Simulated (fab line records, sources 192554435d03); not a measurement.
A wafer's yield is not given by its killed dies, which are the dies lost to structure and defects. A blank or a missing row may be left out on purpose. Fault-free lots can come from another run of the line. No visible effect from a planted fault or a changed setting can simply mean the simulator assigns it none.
Split-lot trial :: flow n5_finfet :: 7 lots, 39 wafers read, on a route of 1938 steps

THE SPLIT
At N5_BEOL_M0_TRENCH_ETCH_107 (etches SiOC in C4F6/O2, target depth 32.8 nm, time 16.4 s), the setting target_depth_a was moved away from the recipe's 328 angstrom on 9 of the 39 wafers read, by -18.0% to +48.1%. All remaining wafers had this setting at the recipe value.

FROM SPLIT TO READING: 1 step shown by the file between the two
- N5_BEOL_M0_STRIP_142: strips in N2/H2, time 10 s

THE READING
trench_depth_nm, in nm, at N5_BEOL_M0_OCD_MEAS_108. On this fab line, fault-free wafers typically give 32.8 nm with a standard deviation of 0.91 nm.

wafer: L074.1
tool, chamber at the split: rie_diel-03, 0
target_depth_a as run, angstrom: 328
against the recipe: recipe
trench_depth_nm, nm: 32.3
against lot-mates on the recipe: -

wafer: L074.2
tool, chamber at the split: rie_diel-03, 1
target_depth_a as run, angstrom: 328
against the recipe: recipe
trench_depth_nm, nm: 31.5
against lot-mates on the recipe: -

wafer: L074.3
tool, chamber at the split: rie_diel-03, 2
target_depth_a as run, angstrom: 328
against the recipe: recipe
trench_depth_nm, nm: 31.9
against lot-mates on the recipe: -

wafer: L074.4
tool, chamber at the split: rie_diel-03, 2
target_depth_a as run, angstrom: 328
against the recipe: recipe
trench_depth_nm, nm: 31.9
against lot-mates on the recipe: -

wafer: L074.5
tool, chamber at the split: rie_diel-03, 1
target_depth_a as run, angstrom: 328
against the recipe: recipe
trench_depth_nm, nm: 32.0
against lot-mates on the recipe: -

wafer: L074.6
tool, chamber at the split: rie_diel-03, 0
target_depth_a as run, angstrom: 328
against the recipe: recipe
trench_depth_nm, nm: 31.6
against lot-mates on the recipe: -

wafer: L080.2
tool, chamber at the split: rie_diel-04, 0
target_depth_a as run, angstrom: 328
against the recipe: recipe
trench_depth_nm, nm: 32.5
against lot-mates on the recipe: -

wafer: L080.3
tool, chamber at the split: rie_diel-04, 2
target_depth_a as run, angstrom: 328
against the recipe: recipe
trench_depth_nm, nm: 32.4
against lot-mates on the recipe: -

wafer: L080.6
tool, chamber at the split: rie_diel-04, 1
target_depth_a as run, angstrom: 328
against the recipe: recipe
trench_depth_nm, nm: 33.2
against lot-mates on the recipe: -

wafer: L082.1
tool, chamber at the split: rie_diel-02, 0
target_depth_a as run, angstrom: 328
against the recipe: recipe
trench_depth_nm, nm: 31.6
against lot-mates on the recipe: -

wafer: L082.2
tool, chamber at the split: rie_diel-02, 2
target_depth_a as run, angstrom: 328
against the recipe: recipe
trench_depth_nm, nm: 33.5
against lot-mates on the recipe: -

wafer: L082.3
tool, chamber at the split: rie_diel-02, 3
target_depth_a as run, angstrom: 268.8
against the recipe: -18.0%
trench_depth_nm, nm: 28.3
against lot-mates on the recipe: -4.6

wafer: L082.4
tool, chamber at the split: rie_diel-02, 3
target_depth_a as run, angstrom: 328
against the recipe: recipe
trench_depth_nm, nm: 33.5
against lot-mates on the recipe: -

wafer: L082.5
tool, chamber at the split: rie_diel-02, 0
target_depth_a as run, angstrom: 268.8
against the recipe: -18.0%
trench_depth_nm, nm: 26.0
against lot-mates on the recipe: -6.9

wafer: L082.6
tool, chamber at the split: rie_diel-02, 2
target_depth_a as run, angstrom: 268.8
against the recipe: -18.0%
trench_depth_nm, nm: 27.6
against lot-mates on the recipe: -5.3

wafer: L084.1
tool, chamber at the split: rie_diel-04, 0
target_depth_a as run, angstrom: 328
against the recipe: recipe
trench_depth_nm, nm: 32.3
against lot-mates on the recipe: -

wafer: L084.2
tool, chamber at the split: rie_diel-04, 1
target_depth_a as run, angstrom: 328
against the recipe: recipe
trench_depth_nm, nm: 33.4
against lot-mates on the recipe: -

wafer: L084.3
tool, chamber at the split: rie_diel-04, 3
target_depth_a as run, angstrom: 328
against the recipe: recipe
trench_depth_nm, nm: 32.2
against lot-mates on the recipe: -

wafer: L084.4
tool, chamber at the split: rie_diel-04, 2
target_depth_a as run, angstrom: 328
against the recipe: recipe
trench_depth_nm, nm: 32.1
against lot-mates on the recipe: -

wafer: L084.5
tool, chamber at the split: rie_diel-04, 1
target_depth_a as run, angstrom: 328
against the recipe: recipe
trench_depth_nm, nm: 33.8
against lot-mates on the recipe: -

wafer: L084.6
tool, chamber at the split: rie_diel-04, 0
target_depth_a as run, angstrom: 328
against the recipe: recipe
trench_depth_nm, nm: 32.4
against lot-mates on the recipe: -

wafer: L086.1
tool, chamber at the split: rie_diel-03, 0
target_depth_a as run, angstrom: 328
against the recipe: recipe
trench_depth_nm, nm: 32.2
against lot-mates on the recipe: -

wafer: L086.2
tool, chamber at the split: rie_diel-03, 2
target_depth_a as run, angstrom: 328
against the recipe: recipe
trench_depth_nm, nm: 32.3
against lot-mates on the recipe: -

wafer: L086.3
tool, chamber at the split: rie_diel-03, 3
target_depth_a as run, angstrom: 328
against the recipe: recipe
trench_depth_nm, nm: 33.2
against lot-mates on the recipe: -

wafer: L086.4
tool, chamber at the split: rie_diel-03, 2
target_depth_a as run, angstrom: 328
against the recipe: recipe
trench_depth_nm, nm: 32.7
against lot-mates on the recipe: -

wafer: L086.5
tool, chamber at the split: rie_diel-03, 0
target_depth_a as run, angstrom: 328
against the recipe: recipe
trench_depth_nm, nm: 32.5
against lot-mates on the recipe: -

wafer: L086.6
tool, chamber at the split: rie_diel-03, 3
target_depth_a as run, angstrom: 328
against the recipe: recipe
trench_depth_nm, nm: 33.5
against lot-mates on the recipe: -

wafer: L093.1
tool, chamber at the split: rie_diel-02, 0
target_depth_a as run, angstrom: 485.9
against the recipe: +48.1%
trench_depth_nm, nm: 47.7
against lot-mates on the recipe: +14.3

wafer: L093.2
tool, chamber at the split: rie_diel-02, 1
target_depth_a as run, angstrom: 328
against the recipe: recipe
trench_depth_nm, nm: 33.6
against lot-mates on the recipe: -

wafer: L093.3
tool, chamber at the split: rie_diel-02, 2
target_depth_a as run, angstrom: 328
against the recipe: recipe
trench_depth_nm, nm: 32.4
against lot-mates on the recipe: -

wafer: L093.4
tool, chamber at the split: rie_diel-02, 3
target_depth_a as run, angstrom: 485.9
against the recipe: +48.1%
trench_depth_nm, nm: 50.5
against lot-mates on the recipe: +17.1

wafer: L093.5
tool, chamber at the split: rie_diel-02, 3
target_depth_a as run, angstrom: 328
against the recipe: recipe
trench_depth_nm, nm: 34.1
against lot-mates on the recipe: -

wafer: L093.6
tool, chamber at the split: rie_diel-02, 0
target_depth_a as run, angstrom: 485.9
against the recipe: +48.1%
trench_depth_nm, nm: 47.2
against lot-mates on the recipe: +13.8

wafer: L095.1
tool, chamber at the split: rie_diel-04, 2
target_depth_a as run, angstrom: 393.6
against the recipe: +20.0%
trench_depth_nm, nm: 40.6
against lot-mates on the recipe: +7.9

wafer: L095.2
tool, chamber at the split: rie_diel-04, 1
target_depth_a as run, angstrom: 328
against the recipe: recipe
trench_depth_nm, nm: 32.8
against lot-mates on the recipe: -

wafer: L095.3
tool, chamber at the split: rie_diel-04, 3
target_depth_a as run, angstrom: 328
against the recipe: recipe
trench_depth_nm, nm: 32.1
against lot-mates on the recipe: -

wafer: L095.4
tool, chamber at the split: rie_diel-04, 1
target_depth_a as run, angstrom: 328
against the recipe: recipe
trench_depth_nm, nm: 33.3
against lot-mates on the recipe: -

wafer: L095.5
tool, chamber at the split: rie_diel-04, 2
target_depth_a as run, angstrom: 393.6
against the recipe: +20.0%
trench_depth_nm, nm: 41.0
against lot-mates on the recipe: +8.3

wafer: L095.6
tool, chamber at the split: rie_diel-04, 3
target_depth_a as run, angstrom: 393.6
against the recipe: +20.0%
trench_depth_nm, nm: 39.0
against lot-mates on the recipe: +6.3

FIT RESULTS
A straight line over all 39 wafers: trench_depth_nm changes by +0.33 nm for each +1% of target_depth_a; r = +0.98; the points scatter about the line by 0.89 nm.
The same after taking each lot's own level away (the mean of its wafers on the recipe; 39 wafers): +0.32 nm for each +1%; r = +0.99; scatter 0.81 nm.
According to that fit, moving target_depth_a by its largest amount changes the reading by 15 nm.
Across the lots, their own levels run from 31.87 to 33.37 nm, a range of 1.6 times the standard deviation given above.
Hence the lot-to-lot level has little effect on the slope; both slopes agree.
Check: with one of the wafers moved furthest among these (+48.1%) left out of the fit, the line predicts +15.9 nm for it against its lot-mates. It came out at +14.3 nm against them.

OTHER SPLITS ON THESE WAFERS
Note: prior to the reading, these wafers also went through further splits. Each is held against what the fit with the lots' levels taken away leaves over:
other split on the same wafers: N5_FIN_SAQP_HM_DEP_03 target_thk_a
wafers away from the commonest value: 15
r with trench_depth_nm (lot level and that fit taken away): +0.08

other split on the same wafers: N5_SD_EPI_N_EPI_21 time_s
wafers away from the commonest value: 12
r with trench_depth_nm (lot level and that fit taken away): +0.23

other split on the same wafers: N5_MOL_CONTACT_COAG_ETCHBACK_135 target_depth_a
wafers away from the commonest value: 18
r with trench_depth_nm (lot level and that fit taken away): +0.00

THE WHOLE CHAIN: every reading that the file lists as answering this split, in the file's order
step: N5_BEOL_M0_TRENCH_ETCH_107
what it does: etches SiOC in C4F6/O2, target depth 32.8 nm, time 16.4 s
reading: BEOL_M0.feature_depth_nm (the simulator's own value, which no gauge read)
change (the file's fit): +0.316 nm for each +1% of the setting
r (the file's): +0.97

step: N5_BEOL_M0_OCD_MEAS_108
what it does: 
reading: trench_depth_nm
change (the file's fit): +0.321 nm for each +1% of the setting
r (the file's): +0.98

FILE'S OWN FIT
trench_depth_nm changes by +0.321 nm for each +1% of target_depth_a, r = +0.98.
